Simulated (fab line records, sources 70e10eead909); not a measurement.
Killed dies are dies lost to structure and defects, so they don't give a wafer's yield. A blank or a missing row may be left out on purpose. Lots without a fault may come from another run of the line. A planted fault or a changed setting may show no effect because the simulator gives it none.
fab line records | flow nand_harc
record lots=13 wafers=39 last_day=24
route steps=1159 shown P_STI@90 P_GATE@136 END@1159
lots that met no fault: from a run of the same line without faults
start_h: hours from the record's first day to the start of the lot's first wafer shown | wait_h: hours since the lot's step before | " the same as in the row above | L1.1+2: a row that stands for several wafers | - no value, or no start given | * or withheld: withheld | < > ~ a bound
route shown NAME@n: a module of which the file shows steps, and the number in the route of the first | usual: mean/standard deviation of fault-free wafers | same: alike in all rows | chamber/n: place in a boat | sites: the reading at each site | _std_site: their standard deviation | _edge_site: outer sites' mean less inner sites' | radius_mm: how far each site lies from the wafer's centre | mask NAME#n: copy n | behind: the tool/chamber that last shaped the wafer | hold: why the lot was held/for how many hours/how that ended | device: the transistor (n, p or np) that didn't switch | end of line: the same wafers' tests at the end of the route | a step without rows: its recipe alone | killed: dies lost to structure and defects at the first sort, not the wafer's yield | map: a wafer's dies, x killed, . not, _ none there
set.NAME: the setting as run; set.NAME@STEP: as run at that earlier step | model.NAME: the simulator's own value behind a step, which no gauge read
steps of the route over a sample of lots; a table a step, a row a wafer
services: from which hour (start_h, from the record's first day; less than 0 if before it) a tool's chamber was out of use, for how many hours, and why
## steps
# step NHARC_P_STI_ETCH_15
# recipe target_depth_a=3000 taper_deg=4 time_s=100.1 hbr_flow_sccm=150 cl2_flow_sccm=50 rf_w=400 icp_w=400 bias_w=100 chemistry=HBr/Cl2
# usual drypump_motor_current_A=5.6/0.33 mfc_cl2_sccm=50.00/0.14 oes_product_au=1.005/0.0069 throttle_valve_pct=26.405/0.0093
# columns lot.wafer tool chamber start_h wait_h drypump_motor_current_A mfc_cl2_sccm oes_product_au rf_hours_counter_h throttle_valve_pct
L982.2 rie_si-03 2 40.11 - 6.0 49.98 1.006 0.4 26.404
L982.1 " 0 " " 5.2 49.76 1.003 0.4 26.402
L982.5 " 2 " " 6.0 49.78 1.004 - 26.403
L981.1 rie_si-01 1 40.28 - 5.3 50.07 1.010 0.6 26.393
L981.4 " 0 " " 5.9 50.00 1.012 0.4 26.390
L981.6 " 1 " " 5.3 50.03 1.010 - 26.396
L984.1 rie_si-02 1 51.14 - 5.0 50.07 1.006 0.0 26.415
L984.2 " 2 " " 5.6 50.12 0.997 0.0 26.406
L984.6 " 1 " " 5.0 50.21 1.014 - 26.397
L985.3 rie_si-03 2 59.48 - 6.0 50.00 1.006 0.6 26.393
L985.2 " 0 " " 5.2 49.82 1.005 0.6 26.408
L985.1 " 1 " " 6.0 49.79 0.995 0.5 26.397
L986.4 rie_si-03 0 65.42 - 5.3 49.80 1.008 0.6 26.406
L986.2 " 2 " " 6.0 49.98 0.998 0.7 26.408
L986.6 " 1 " " 5.9 49.81 1.000 - 26.398
L987.3 rie_si-03 2 71.51 - 6.0 50.01 1.004 0.7 26.406
L987.4 " 3 " " 5.7 49.86 1.008 0.6 26.403
L987.5 " 0 " " 5.3 50.14 1.010 - 26.413
L988.1 rie_si-03 3 79.62 - 5.7 49.99 1.001 0.6 26.397
L988.2 " 0 " " 5.2 50.01 0.995 0.8 26.418
L988.6 " 1 " " 5.9 49.92 0.996 - 26.401
L989.1 rie_si-03 2 85.91 - 6.0 50.27 1.002 0.8 26.405
L989.6 " 0 " " 5.2 49.79 1.003 - 26.410
L989.5 " 1 " " 5.9 50.12 1.002 - 26.410
L995.3 rie_si-01 2 122.29 - 5.7 49.94 1.004 1.1 26.383
L995.1 " 3 " " 5.7 50.14 1.001 1.0 26.418
L995.4 " 0 " " 5.8 50.07 1.011 0.9 26.404
L997.4 rie_si-02 0 133.10 - 6.0 49.96 0.999 0.5 26.414
L997.3 " 1 " " 5.0 50.16 0.998 0.6 26.397
L997.1 " 2 " " 5.7 50.14 1.005 0.6 26.403
L101.3 rie_si-01 2 155.50 - 5.7 50.15 1.008 0.1 26.404
L101.4 " 0 " " 5.8 50.04 1.013 0.2 26.404
L101.6 " 2 " " 5.7 50.24 1.010 - 26.392
L103.4 rie_si-03 3 167.57 - 5.7 50.06 1.010 0.0 26.401
L103.3 " 0 " " 5.3 49.90 1.010 0.0 26.394
L103.1 " 1 " " 5.9 50.24 1.014 0.0 26.404
L104.4 rie_si-03 3 174.67 - 5.7 50.09 1.006 0.1 26.408
L104.1 " 1 " " 5.9 49.86 1.002 0.1 26.407
L104.5 " 3 " " 5.7 49.95 1.001 - 26.402
# step NHARC_P_GATE_SOFTBAKE_21
# recipe temp_c=105 time_s=55
# usual heater_power_total_W=188.46/0.13 plate_temp_C=104.97/0.13
# columns lot.wafer tool chamber start_h wait_h heater_power_total_W plate_temp_C
L982.1 litho_track-01 0 86 - 188.33 104.84
L982.2 " 0 " " 188.38 104.99
L982.5 " 0 " " 188.66 104.94
L981.1 litho_track-04 0 86 - 188.59 104.97
L981.4 " 0 " " 188.35 104.80
L981.6 " 0 " " 188.79 104.80
L984.1 litho_track-04 0 104 - 188.51 105.13
L984.2 " 0 " " 188.27 104.88
L984.6 " 0 " " 188.69 104.91
L985.1 litho_track-01 0 109 - 188.73 105.15
L985.2 " 0 " " 188.70 104.96
L985.3 " 0 " " 188.38 105.06
L986.2 litho_track-01 0 117 - 188.51 104.96
L986.4 " 0 " " 188.49 104.86
L986.6 " 0 " " 188.33 104.81
L987.3 litho_track-04 0 128 - 188.41 104.95
L987.4 " 0 " " 188.37 104.98
L987.5 " 0 " " 188.32 104.88
L988.1 litho_track-01 0 132 - 188.26 104.75
L988.2 " 0 " " 188.45 104.89
L988.6 " 0 " " 188.44 104.93
L989.1 litho_track-01 0 139 - 188.46 105.28
L989.5 " 0 " " 188.61 105.21
L989.6 " 0 " " 188.41 105.11
L995.1 litho_track-01 0 172 - 190.03 105.80
L995.3 " 0 " " 190.06 105.55
L995.4 " 0 " " 190.26 105.72
L997.1 litho_track-01 0 184 - 189.99 105.53
L997.3 " 0 " " 190.31 105.60
L997.4 " 0 " " 189.99 105.59
L101.3 litho_track-06 0 209 - 188.44 104.94
L101.4 " 0 " " 188.47 104.86
L101.6 " 0 " " 188.26 104.84
L103.1 litho_track-04 0 221 - 188.39 104.92
L103.3 " 0 " " 188.59 104.83
L103.4 " 0 " " 188.31 105.05
L104.1 litho_track-04 0 228 - 188.43 104.93
L104.4 " 0 " " 188.45 105.02
L104.5 " 0 " " 188.39 104.86
# step NHARC_P_GATE_OVL_MEAS_27
# usual overlay_x_nm=0.0/1 overlay_y_nm=0.2/0.77
# columns lot.wafer tool chamber start_h wait_h overlay_x_nm overlay_y_nm
L982.1 overlay-01 - 86.54 - 1.2 1.4
L982.2 " - " " 0.8 1.5
L982.5 " - " " 1.1 1.1
L981.1 overlay-02 - 86.57 - 0.2 0.7
L981.4 " - " " 0.0 0.2
L981.6 " - " " -0.1 0.3
L984.1 overlay-01 - 105.01 - -0.2 -0.4
L984.2 " - " " -0.1 -0.2
L984.6 " - " " -0.1 -0.7
L985.1 overlay-02 - 110.46 - -0.9 0.5
L985.2 " - " " -0.8 1.0
L985.3 " - " " -0.3 0.3
L986.2 overlay-02 - 118.28 - -1.2 0.9
L986.4 " - " " -1.6 1.3
L986.6 " - " " -1.4 1.5
L987.3 overlay-02 - 128.45 - 0.9 -0.3
L987.4 " - " " 0.2 -0.8
L987.5 " - " " 0.4 -0.1
L988.1 overlay-02 - 132.84 - 0.7 0.2
L988.2 " - " " 0.8 0.0
L988.6 " - " " 1.0 -0.1
L989.1 overlay-01 - 139.68 - 0.2 0.5
L989.5 " - " " 0.9 -0.2
L989.6 " - " " 0.2 -0.3
L995.1 overlay-01 - 172.93 - -0.9 0.6
L995.3 " - " " -0.5 0.5
L995.4 " - " " -0.9 1.1
L997.1 overlay-02 - 185.43 - -0.2 1.7
L997.3 " - " " -0.1 1.9
L997.4 " - " " -0.3 1.2
L101.3 overlay-01 - 209.92 - 1.6 0.0
L101.4 " - " " 1.0 -0.1
L101.6 " - " " 0.9 -0.3
L103.1 overlay-01 - 221.69 - 1.5 -0.8
L103.3 " - " " 0.8 -0.2
L103.4 " - " " 0.5 -1.0
L104.1 overlay-02 - 228.81 - 0.6 0.7
L104.4 " - " " 0.6 1.1
L104.5 " - " " 0.6 0.9
# step NHARC_P_GATE_ALD_36
# recipe target_thk_a=200 pulse_time_s=60 ald_cycles=223 temp_c=400 material=SiNx
# usual heater_power_w=830/60 precursor_pulse_height_rel=0.997/0.021 susceptor_temp_C=400.02/0.24
# columns lot.wafer tool chamber start_h wait_h heater_power_w precursor_pulse_height_rel susceptor_temp_C
L982.2 ald_sin-03 3 88.00 - 804 0.993 399.74
L982.1 " 1 90.12 - 756 0.961 400.27
L982.5 " 3 92.24 - 798 0.989 400.00
L981.4 ald_sin-04 3 89.01 - 762 1.008 400.07
L981.1 " 1 91.12 - 944 1.009 399.90
L981.6 " 2 92.17 - 824 0.999 400.12
L984.2 ald_sin-01 2 106.55 - 852 1.022 399.98
L984.1 " 0 108.68 - 861 0.980 400.29
L984.6 " 3 111.88 - 785 0.967 400.15
L985.3 ald_sin-03 3 112.06 - 834 1.011 400.29
L985.2 " 1 113.47 - 769 0.985 399.71
L985.1 " 2 114.87 - 767 1.021 399.59
L986.4 ald_sin-01 1 119.68 - 868 0.987 399.84
L986.2 " 3 121.84 - 791 1.037 399.57
L986.6 " 2 125.09 - 812 0.981 400.17
L987.3 ald_sin-04 1 131.42 - 906 0.978 400.18
L987.4 " 2 132.48 - 824 0.995 399.78
L987.5 " 0 134.60 - 876 1.041 400.00
L988.2 ald_sin-03 1 134.24 - 773 1.015 400.18
L988.1 " 0 137.38 - 945 1.014 399.95
L988.6 " 2 139.48 - 736 0.991 400.66
L989.1 ald_sin-01 1 141.16 - 877 1.000 399.86
L989.5 " 1 145.40 - 852 0.997 399.87
L989.6 " 2 146.46 - 828 1.009 400.31
L995.4 ald_sin-01 3 176.00 - 772 1.029 -
L995.3 " 1 178.08 - 875 0.982 -
L995.1 " 2 179.12 - 873 0.992 -
L997.3 ald_sin-03 1 188.48 - 781 0.985 400.00
L997.1 " 2 189.55 - 768 1.007 399.82
L997.4 " 3 190.62 - 858 0.997 400.09
L101.4 ald_sin-01 1 211.30 - 874 0.981 399.66
L101.3 " 0 214.47 - 835 1.029 400.44
L101.6 " 1 215.53 - 872 1.015 399.95
L103.1 ald_sin-04 1 223.05 - 918 0.987 -
L103.3 " 2 224.09 - 842 1.005 -
L103.4 " 3 225.13 - 731 1.003 -
L104.4 ald_sin-01 1 232.32 - 872 0.993 399.97
L104.1 " 2 233.39 - 853 1.031 400.03
L104.5 " 0 235.51 - 841 1.009 400.21
# step NHARC_END_SORT_01
# recipe temp_c=25
# usual killed_at_array=26/9.6 killed_at_other=0.7/0.92 killed_at_periphery=3.8/2.7 killed_dies=31/10 killed_open=3.3/1.7 killed_short=1.8/1.3
# same gross_dies=677
# columns lot.wafer tool chamber start_h wait_h killed_at_array killed_at_other killed_at_periphery killed_dies killed_open killed_short
L982.1 prober-01 0 444.15 2.5 32 0 7 39 5 3
L982.2 prober-01 0 444.94 2.8 24 1 5 30 3 2
L982.5 prober-01 0 447.31 3.7 25 0 7 32 6 2
L984.1 prober-02 0 451.95 2.5 23 0 4 27 2 1
L984.2 prober-02 0 452.75 2.8 25 0 6 31 3 4
L984.6 prober-02 0 455.96 4.0 24 0 0 24 2 1
L981.1 prober-01 0 459.63 2.5 13 2 3 18 4 2
L981.4 prober-01 0 462.07 3.4 15 0 3 18 5 4
L981.6 prober-01 0 463.69 4.1 12 2 2 16 6 0
L985.1 prober-02 0 459.76 2.5 31 1 1 33 4 3
L985.2 prober-02 0 460.57 2.8 30 2 2 34 3 0
L985.3 prober-02 0 461.39 3.1 28 0 3 31 0 0
L986.2 prober-01 0 468.33 2.8 12 0 5 17 6 2
L986.4 prober-01 0 469.93 3.4 7 1 3 11 2 2
L986.6 prober-01 0 471.53 4.0 17 0 7 24 6 4
L988.1 prober-02 0 477.74 2.5 16 0 4 20 3 0
L988.2 prober-02 0 478.53 2.8 26 0 4 30 5 1
L988.6 prober-02 0 481.71 4.0 20 2 3 25 3 1
L987.3 prober-01 0 479.39 3.1 37 0 2 39 3 3
L987.4 prober-01 0 480.21 3.4 27 2 3 32 3 1
L987.5 prober-01 0 481.03 3.8 38 0 4 42 6 2
L989.1 prober-01 0 486.13 2.5 41 0 3 44 4 0
L989.5 prober-01 0 489.37 3.7 39 0 6 45 4 3
L989.6 prober-01 0 490.18 4.0 32 0 4 36 1 5
L995.1 prober-02 0 522.05 2.5 18 0 1 19 5 0
L995.3 prober-02 0 523.67 3.1 24 0 1 25 4 0
L995.4 prober-02 0 524.49 3.5 25 1 4 30 8 1
L997.1 prober-02 0 544.73 2.5 16 0 1 17 1 3
L997.3 prober-02 0 546.29 3.1 17 0 2 19 1 4
L997.4 prober-02 0 547.07 3.4 11 0 0 11 3 0
L103.1 prober-01 0 552.50 2.5 26 1 4 31 3 2
L103.3 prober-01 0 554.11 3.1 24 3 4 31 3 2
L103.4 prober-01 0 554.92 3.4 27 0 5 32 5 0
L101.3 prober-01 0 562.48 3.1 43 0 1 44 1 4
L101.4 prober-01 0 563.28 3.4 42 1 4 47 3 0
L101.6 prober-01 0 564.89 4.0 55 1 2 58 3 1
L104.1 prober-02 0 575.22 2.5 38 0 2 40 3 2
L104.4 prober-02 0 577.63 3.4 31 0 4 35 5 2
L104.5 prober-02 0 578.43 3.7 28 0 4 32 4 2
# killed by level:class
L982.1 A_STAIRCASE:chamber_film_flake=11 A_SLIT:chamber_film_flake=7 P_STI:chamber_film_flake=3 A_CONTACT:chamber_film_flake=3 A_CONTACT:geometric_particle:open=2 P_M0:chamber_film_flake=2 A_CHANNEL_FILL_D1:chamber_film_flake=2 A_WL_FILL:chamber_film_flake=2
L982.2 A_SLIT:chamber_film_flake=6 A_STAIRCASE:chamber_film_flake=4 A_WL_FILL:chamber_film_flake=4 P_M0:chamber_film_flake=3 A_CHANNEL_HOLE_D1:chamber_film_flake=3 A_CONTACT:chamber_film_flake=2 A_CHANNEL_FILL_D1:geometric_particle:open=1 A_CHANNEL_FILL_D1:geometric_particle:short=1
L982.5 A_STAIRCASE:chamber_film_flake=5 A_SLIT:chamber_film_flake=5 A_WL_FILL:chamber_film_flake=5 P_CONTACT:geometric_particle:open=4 A_CONTACT:chamber_film_flake=4 P_M0:chamber_film_flake=2 A_SOURCE_PLATE:geometric_particle:short=1 A_ONON_D1:geometric_particle:open=1
L984.1 A_CHANNEL_HOLE_D1:chamber_film_flake=17 A_WL_FILL:chamber_film_flake=4 P_CONTACT:geometric_particle:open=1 P_M0:geometric_particle:short=1 A_M0:geometric_particle:open=1 P_STI:chamber_film_flake=1 P_M2:chamber_film_flake=1 A_M0:chamber_film_flake=1
L984.2 A_CHANNEL_HOLE_D1:chamber_film_flake=13 A_CONTACT:chamber_film_flake=3 P_CONTACT:geometric_particle:open=2 A_ONON_D1:geometric_particle:short=2 P_M2:chamber_film_flake=2 P_STI:chamber_film_flake=2 A_M0:chamber_film_flake=2 A_CHANNEL_HOLE_D1:geometric_particle:open=1
L984.6 A_CHANNEL_HOLE_D1:chamber_film_flake=13 A_CONTACT:chamber_film_flake=4 A_WL_FILL:chamber_film_flake=3 A_SOURCE_PLATE:geometric_particle:open=1 A_WL_FILL:geometric_particle:short=1 A_M0:geometric_particle:open=1 A_BLC:chamber_film_flake=1
L981.1 A_CONTACT:chamber_film_flake=5 A_CONTACT:geometric_particle:open=2 A_STAIRCASE:chamber_film_flake=2 THIN_TSV:chamber_film_flake=2 P_M0:geometric_particle:open=1 P_M1:geometric_particle:open=1 A_ONON_D1:geometric_particle:short=1 A_BLC:geometric_particle:short=1
L985.1 A_CHANNEL_HOLE_D1:chamber_film_flake=14 A_SLIT:chamber_film_flake=7 A_WL_FILL:chamber_film_flake=3 A_ONON_D1:geometric_particle:open=2 A_M0:geometric_particle:open=2 P_CONTACT:geometric_particle:short=1 A_CHANNEL_HOLE_D1:geometric_particle:short=1 A_SGD_CUT:geometric_particle:short=1
L985.2 A_CHANNEL_HOLE_D1:chamber_film_flake=19 A_SLIT:chamber_film_flake=6 A_CONTACT:geometric_particle:open=2 THIN_TSV:chamber_film_flake=2 P_M0:geometric_particle:open=1 P_GATE:chamber_film_flake=1 A_ZERO_WELL:chamber_film_flake=1 A_STAIRCASE:chamber_film_flake=1
L985.3 A_CHANNEL_HOLE_D1:chamber_film_flake=18 A_SLIT:chamber_film_flake=7 P_STI:chamber_film_flake=3 A_WL_FILL:chamber_film_flake=2 A_STAIRCASE:chamber_film_flake=1
L981.4 A_STAIRCASE:chamber_film_flake=3 A_WL_FILL:geometric_particle:open=2 A_CONTACT:chamber_film_flake=2 P_M0:geometric_particle:short=1 A_ONON_D1:geometric_particle:open=1 A_CHANNEL_FILL_D1:geometric_particle:open=1 A_CHANNEL_FILL_D1:geometric_particle:short=1 A_CONTACT:geometric_particle:short=1
L981.6 A_CONTACT:geometric_particle:open=4 A_STAIRCASE:chamber_film_flake=3 A_CONTACT:chamber_film_flake=3 P_STI:chamber_film_flake=2 A_M0:geometric_particle:open=1 STARTING-WAFER:geometric_particle:open=1 A_CHANNEL_HOLE_D1:chamber_film_flake=1 THIN_TSV:chamber_film_flake=1
L986.2 A_CHANNEL_HOLE_D1:chamber_film_flake=3 A_STAIRCASE:chamber_film_flake=2 A_CONTACT:chamber_film_flake=2 P_STI:geometric_particle:short=1 P_M0:geometric_particle:open=1 P_BONDPAD:geometric_particle:open=1 A_ONON_D1:geometric_particle:open=1 A_CHANNEL_HOLE_D1:geometric_particle:open=1
L986.4 P_ZERO_WELL:chamber_film_flake=3 A_M0:geometric_particle:open=2 A_CONTACT:chamber_film_flake=2 A_WL_FILL:geometric_particle:short=1 STARTING-WAFER:geometric_particle:short=1 A_WL_FILL:chamber_film_flake=1 A_BLC:chamber_film_flake=1
L986.6 A_CONTACT:chamber_film_flake=5 A_CHANNEL_HOLE_D1:chamber_film_flake=4 P_ZERO_WELL:chamber_film_flake=3 A_CONTACT:geometric_particle:open=2 P_GATE:geometric_particle:open=1 P_M1:geometric_particle:open=1 P_M2:geometric_particle:short=1 A_ONON_D1:geometric_particle:short=1
L988.1 A_SLIT:chamber_film_flake=5 A_SGD_CUT:chamber_film_flake=4 A_CHANNEL_HOLE_D1:chamber_film_flake=3 A_CONTACT:geometric_particle:open=2 P_GATE:chamber_film_flake=2 A_WL_FILL:geometric_particle:open=1 P_ZERO_WELL:chamber_film_flake=1 P_BONDPAD:chamber_film_flake=1
L988.2 A_SLIT:chamber_film_flake=9 A_SGD_CUT:chamber_film_flake=6 A_STAIRCASE:chamber_film_flake=3 A_CONTACT:geometric_particle:open=2 P_ZERO_WELL:chamber_film_flake=2 A_CHANNEL_HOLE_D1:chamber_film_flake=2 P_GATE:geometric_particle:open=1 A_ONON_D1:geometric_particle:open=1
L987.3 A_CHANNEL_HOLE_D1:chamber_film_flake=16 A_SLIT:chamber_film_flake=7 A_M1:chamber_film_flake=5 A_CONTACT:chamber_film_flake=3 A_CHANNEL_FILL_D1:geometric_particle:short=2 A_ONON_D1:geometric_particle:short=1 A_CHANNEL_FILL_D1:geometric_particle:open=1 A_SLIT:geometric_particle:open=1
L987.4 A_CHANNEL_HOLE_D1:chamber_film_flake=13 A_SLIT:chamber_film_flake=8 A_M1:chamber_film_flake=3 P_BONDPAD:chamber_film_flake=2 P_CONTACT:geometric_particle:open=1 A_CHANNEL_FILL_D1:geometric_particle:short=1 A_SGD_CUT:geometric_particle:open=1 STARTING-WAFER:geometric_particle:open=1
L987.5 A_CHANNEL_HOLE_D1:chamber_film_flake=18 A_SLIT:chamber_film_flake=9 A_M1:chamber_film_flake=3 P_CONTACT:geometric_particle:open=2 A_CONTACT:chamber_film_flake=2 P_M0:geometric_particle:short=1 A_ONON_D1:geometric_particle:open=1 A_CHANNEL_FILL_D1:geometric_particle:open=1
L988.6 A_SLIT:chamber_film_flake=8 A_SGD_CUT:chamber_film_flake=6 A_STAIRCASE:chamber_film_flake=2 THIN_TSV:chamber_film_flake=2 P_GATE:geometric_particle:open=1 P_CONTACT:geometric_particle:open=1 A_ONON_D1:geometric_particle:short=1 A_CONTACT:geometric_particle:open=1
L989.1 A_CHANNEL_HOLE_D1:chamber_film_flake=23 A_SLIT:chamber_film_flake=8 A_WL_FILL:chamber_film_flake=4 A_M0:geometric_particle:open=2 P_M0:geometric_particle:open=1 A_CHANNEL_FILL_D1:geometric_particle:open=1 P_GATE:chamber_film_flake=1 P_BONDPAD:chamber_film_flake=1
L989.5 A_CHANNEL_HOLE_D1:chamber_film_flake=18 A_SLIT:chamber_film_flake=8 A_CONTACT:chamber_film_flake=4 P_ZERO_WELL:chamber_film_flake=3 A_CHANNEL_FILL_D1:chamber_film_flake=2 P_GATE:geometric_particle:open=1 A_ONON_D1:geometric_particle:short=1 A_ONON_D1:geometric_particle:open=1
L989.6 A_CHANNEL_HOLE_D1:chamber_film_flake=18 A_SLIT:chamber_film_flake=5 A_STAIRCASE:chamber_film_flake=2 A_CONTACT:chamber_film_flake=2 P_CONTACT:geometric_particle:short=1 P_M2:geometric_particle:short=1 A_ONON_D1:geometric_particle:open=1 A_CHANNEL_FILL_D1:geometric_particle:short=1
L995.1 A_CHANNEL_HOLE_D1:chamber_film_flake=6 A_CONTACT:geometric_particle:open=4 A_CONTACT:chamber_film_flake=3 A_STAIRCASE:chamber_film_flake=2 A_CHANNEL_FILL_D1:geometric_particle:open=1 P_ZERO_WELL:chamber_film_flake=1 A_SLIT:chamber_film_flake=1 A_BONDPAD:chamber_film_flake=1
L995.3 A_CHANNEL_HOLE_D1:chamber_film_flake=5 A_CONTACT:chamber_film_flake=5 A_CHANNEL_FILL_D1:chamber_film_flake=4 A_CONTACT:geometric_particle:open=2 A_M0:geometric_particle:open=2 A_ZERO_WELL:chamber_film_flake=2 A_SLIT:chamber_film_flake=2 P_CONTACT:chamber_film_flake=1
L995.4 A_CHANNEL_HOLE_D1:chamber_film_flake=9 A_STAIRCASE:chamber_film_flake=3 A_WL_FILL:chamber_film_flake=3 P_CONTACT:geometric_particle:open=2 A_CHANNEL_FILL_D1:chamber_film_flake=2 A_CONTACT:chamber_film_flake=2 P_GATE:geometric_particle:open=1 P_M0:geometric_particle:open=1
L997.1 A_STAIRCASE:chamber_film_flake=6 A_CHANNEL_HOLE_D1:chamber_film_flake=3 A_CONTACT:chamber_film_flake=3 P_GATE:geometric_particle:short=1 A_CHANNEL_HOLE_D1:geometric_particle:short=1 A_WL_FILL:geometric_particle:open=1 A_CONTACT:geometric_particle:short=1 A_CHANNEL_FILL_D1:chamber_film_flake=1
L997.3 A_CONTACT:chamber_film_flake=4 A_CHANNEL_FILL_D1:geometric_particle:short=3 A_CHANNEL_HOLE_D1:chamber_film_flake=3 P_ZERO_WELL:chamber_film_flake=2 A_CHANNEL_FILL_D1:chamber_film_flake=2 A_STAIRCASE:chamber_film_flake=2 A_ONON_D1:geometric_particle:open=1 A_CONTACT:geometric_particle:short=1
L997.4 A_CHANNEL_HOLE_D1:chamber_film_flake=4 A_CONTACT:chamber_film_flake=4 A_CONTACT:geometric_particle:open=2 A_ONON_D1:geometric_particle:open=1
L103.1 A_CONTACT:chamber_film_flake=8 A_SLIT:chamber_film_flake=7 A_CHANNEL_HOLE_D1:chamber_film_flake=4 A_STAIRCASE:chamber_film_flake=4 P_M0:geometric_particle:open=2 A_ONON_D1:geometric_particle:short=2 A_WL_FILL:geometric_particle:open=1 P_STI:chamber_film_flake=1
L103.3 A_SLIT:chamber_film_flake=7 A_STAIRCASE:chamber_film_flake=4 A_CONTACT:chamber_film_flake=4 P_GATE:chamber_film_flake=3 A_CHANNEL_HOLE_D1:chamber_film_flake=3 THIN_TSV:chamber_film_flake=3 A_WL_FILL:geometric_particle:short=2 A_WL_FILL:chamber_film_flake=2
L103.4 A_SLIT:chamber_film_flake=12 A_CHANNEL_HOLE_D1:chamber_film_flake=4 A_CONTACT:chamber_film_flake=4 P_STI:chamber_film_flake=2 P_GATE:chamber_film_flake=2 P_CONTACT:geometric_particle:open=1 A_SOURCE_PLATE:geometric_particle:open=1 A_M1:geometric_particle:open=1
L101.3 A_CHANNEL_HOLE_D1:chamber_film_flake=19 A_SLIT:chamber_film_flake=12 A_CONTACT:chamber_film_flake=4 A_STAIRCASE:chamber_film_flake=3 A_SOURCE_PLATE:geometric_particle:short=1 A_CHANNEL_FILL_D1:geometric_particle:short=1 A_CONTACT:geometric_particle:short=1 A_CONTACT:geometric_particle:open=1
L101.4 A_CHANNEL_HOLE_D1:chamber_film_flake=22 A_SLIT:chamber_film_flake=11 A_CONTACT:chamber_film_flake=5 P_M0:geometric_particle:open=2 A_STAIRCASE:chamber_film_flake=2 A_SGD_CUT:geometric_particle:open=1 P_STI:chamber_film_flake=1 P_BONDPAD:chamber_film_flake=1
L101.6 A_CHANNEL_HOLE_D1:chamber_film_flake=30 A_SLIT:chamber_film_flake=10 A_STAIRCASE:chamber_film_flake=6 A_CONTACT:chamber_film_flake=4 P_CONTACT:geometric_particle:open=1 A_CHANNEL_FILL_D1:geometric_particle:open=1 A_CHANNEL_FILL_D1:geometric_particle:short=1 A_BLC:geometric_particle:open=1
L104.1 A_SLIT:chamber_film_flake=15 A_CHANNEL_HOLE_D1:chamber_film_flake=9 A_BLC:chamber_film_flake=5 A_STAIRCASE:chamber_film_flake=3 A_ONON_D1:geometric_particle:short=1 A_CONTACT:geometric_particle:open=1 A_BLC:geometric_particle:short=1 A_M0:geometric_particle:open=1
L104.4 A_SLIT:chamber_film_flake=12 A_CHANNEL_HOLE_D1:chamber_film_flake=6 A_CONTACT:chamber_film_flake=4 A_STAIRCASE:chamber_film_flake=2 A_BLC:chamber_film_flake=2 P_STI:geometric_particle:open=1 P_M2:geometric_particle:open=1 A_ONON_D1:geometric_particle:short=1
L104.5 A_SLIT:chamber_film_flake=7 A_BLC:chamber_film_flake=6 A_CHANNEL_HOLE_D1:chamber_film_flake=4 P_STI:chamber_film_flake=3 A_STAIRCASE:chamber_film_flake=3 A_BLC:geometric_particle:open=2 A_CONTACT:chamber_film_flake=2 A_ONON_D1:geometric_particle:open=1
## services
# columns tool chamber start_h hours kind
ald_sin-04 - 16.21 10.0 pm
ald_sin-01 3 19.33 5.5 repair
ald_sin-03 - 28.09 0.4 repair
rie_si-02 - 34.00 9.0 pm
ald_sin-01 0 42.04 2.7 repair
rie_si-03 1 49.39 5.0 repair
rie_si-03 3 56.55 3.6 repair
litho_track-01 - 93.00 7.0 pm
rie_si-03 3 98.08 2.5 repair
ald_sin-03 - 102.06 10.0 pm
litho_track-06 - 117.00 7.0 pm
rie_si-01 - 127.00 9.0 pm
litho_track-04 - 141.00 7.0 pm
rie_si-03 - 155.00 9.0 pm
rie_si-03 0 155.00 9.0 vent_cycle
rie_si-03 1 155.00 9.0 vent_cycle
rie_si-03 2 155.00 9.0 vent_cycle
rie_si-03 3 155.00 9.0 vent_cycle
rie_si-03 0 164.00 - clean
rie_si-03 1 164.00 - clean
rie_si-03 2 164.00 - clean
ald_sin-04 - 194.21 10.0 pm
rie_si-02 - 211.00 9.0 pm
ald_sin-04 3 229.93 6.7 repair
## key
first_sign step=NHARC_P_GATE_SOFTBAKE_21 reading=heater_power_total_W direction=up sigmas=12 usual=* struck=*
effect step=NHARC_P_GATE_SOFTBAKE_21 reading=plate_temp_C direction=up sigmas=5.2 usual=* struck=*
met_at NHARC_P_GATE_SOFTBAKE_21
struck_lots L995,L997
tester_left_out L995,L997
not_acting_at NHARC_P_STI_ETCH_15,NHARC_P_GATE_OVL_MEAS_27,NHARC_P_GATE_ALD_36
onset_between 139 172
fault kind=process_parameter_drift tool=litho_track-01 chamber=- onset_h=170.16 steps=NHARC_P_GATE_SOFTBAKE_21 channel=temp_c offset=* shape=step end_h=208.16 acts_in=* stated=*
# tester_left_out: of these lots the tester's yield and bins aren't shown, on N5 and GAA mostly nor the transistor test; their killed dies are dies lost to structure and defects alone, not to doping, threshold or leakage, so they don't give the yield
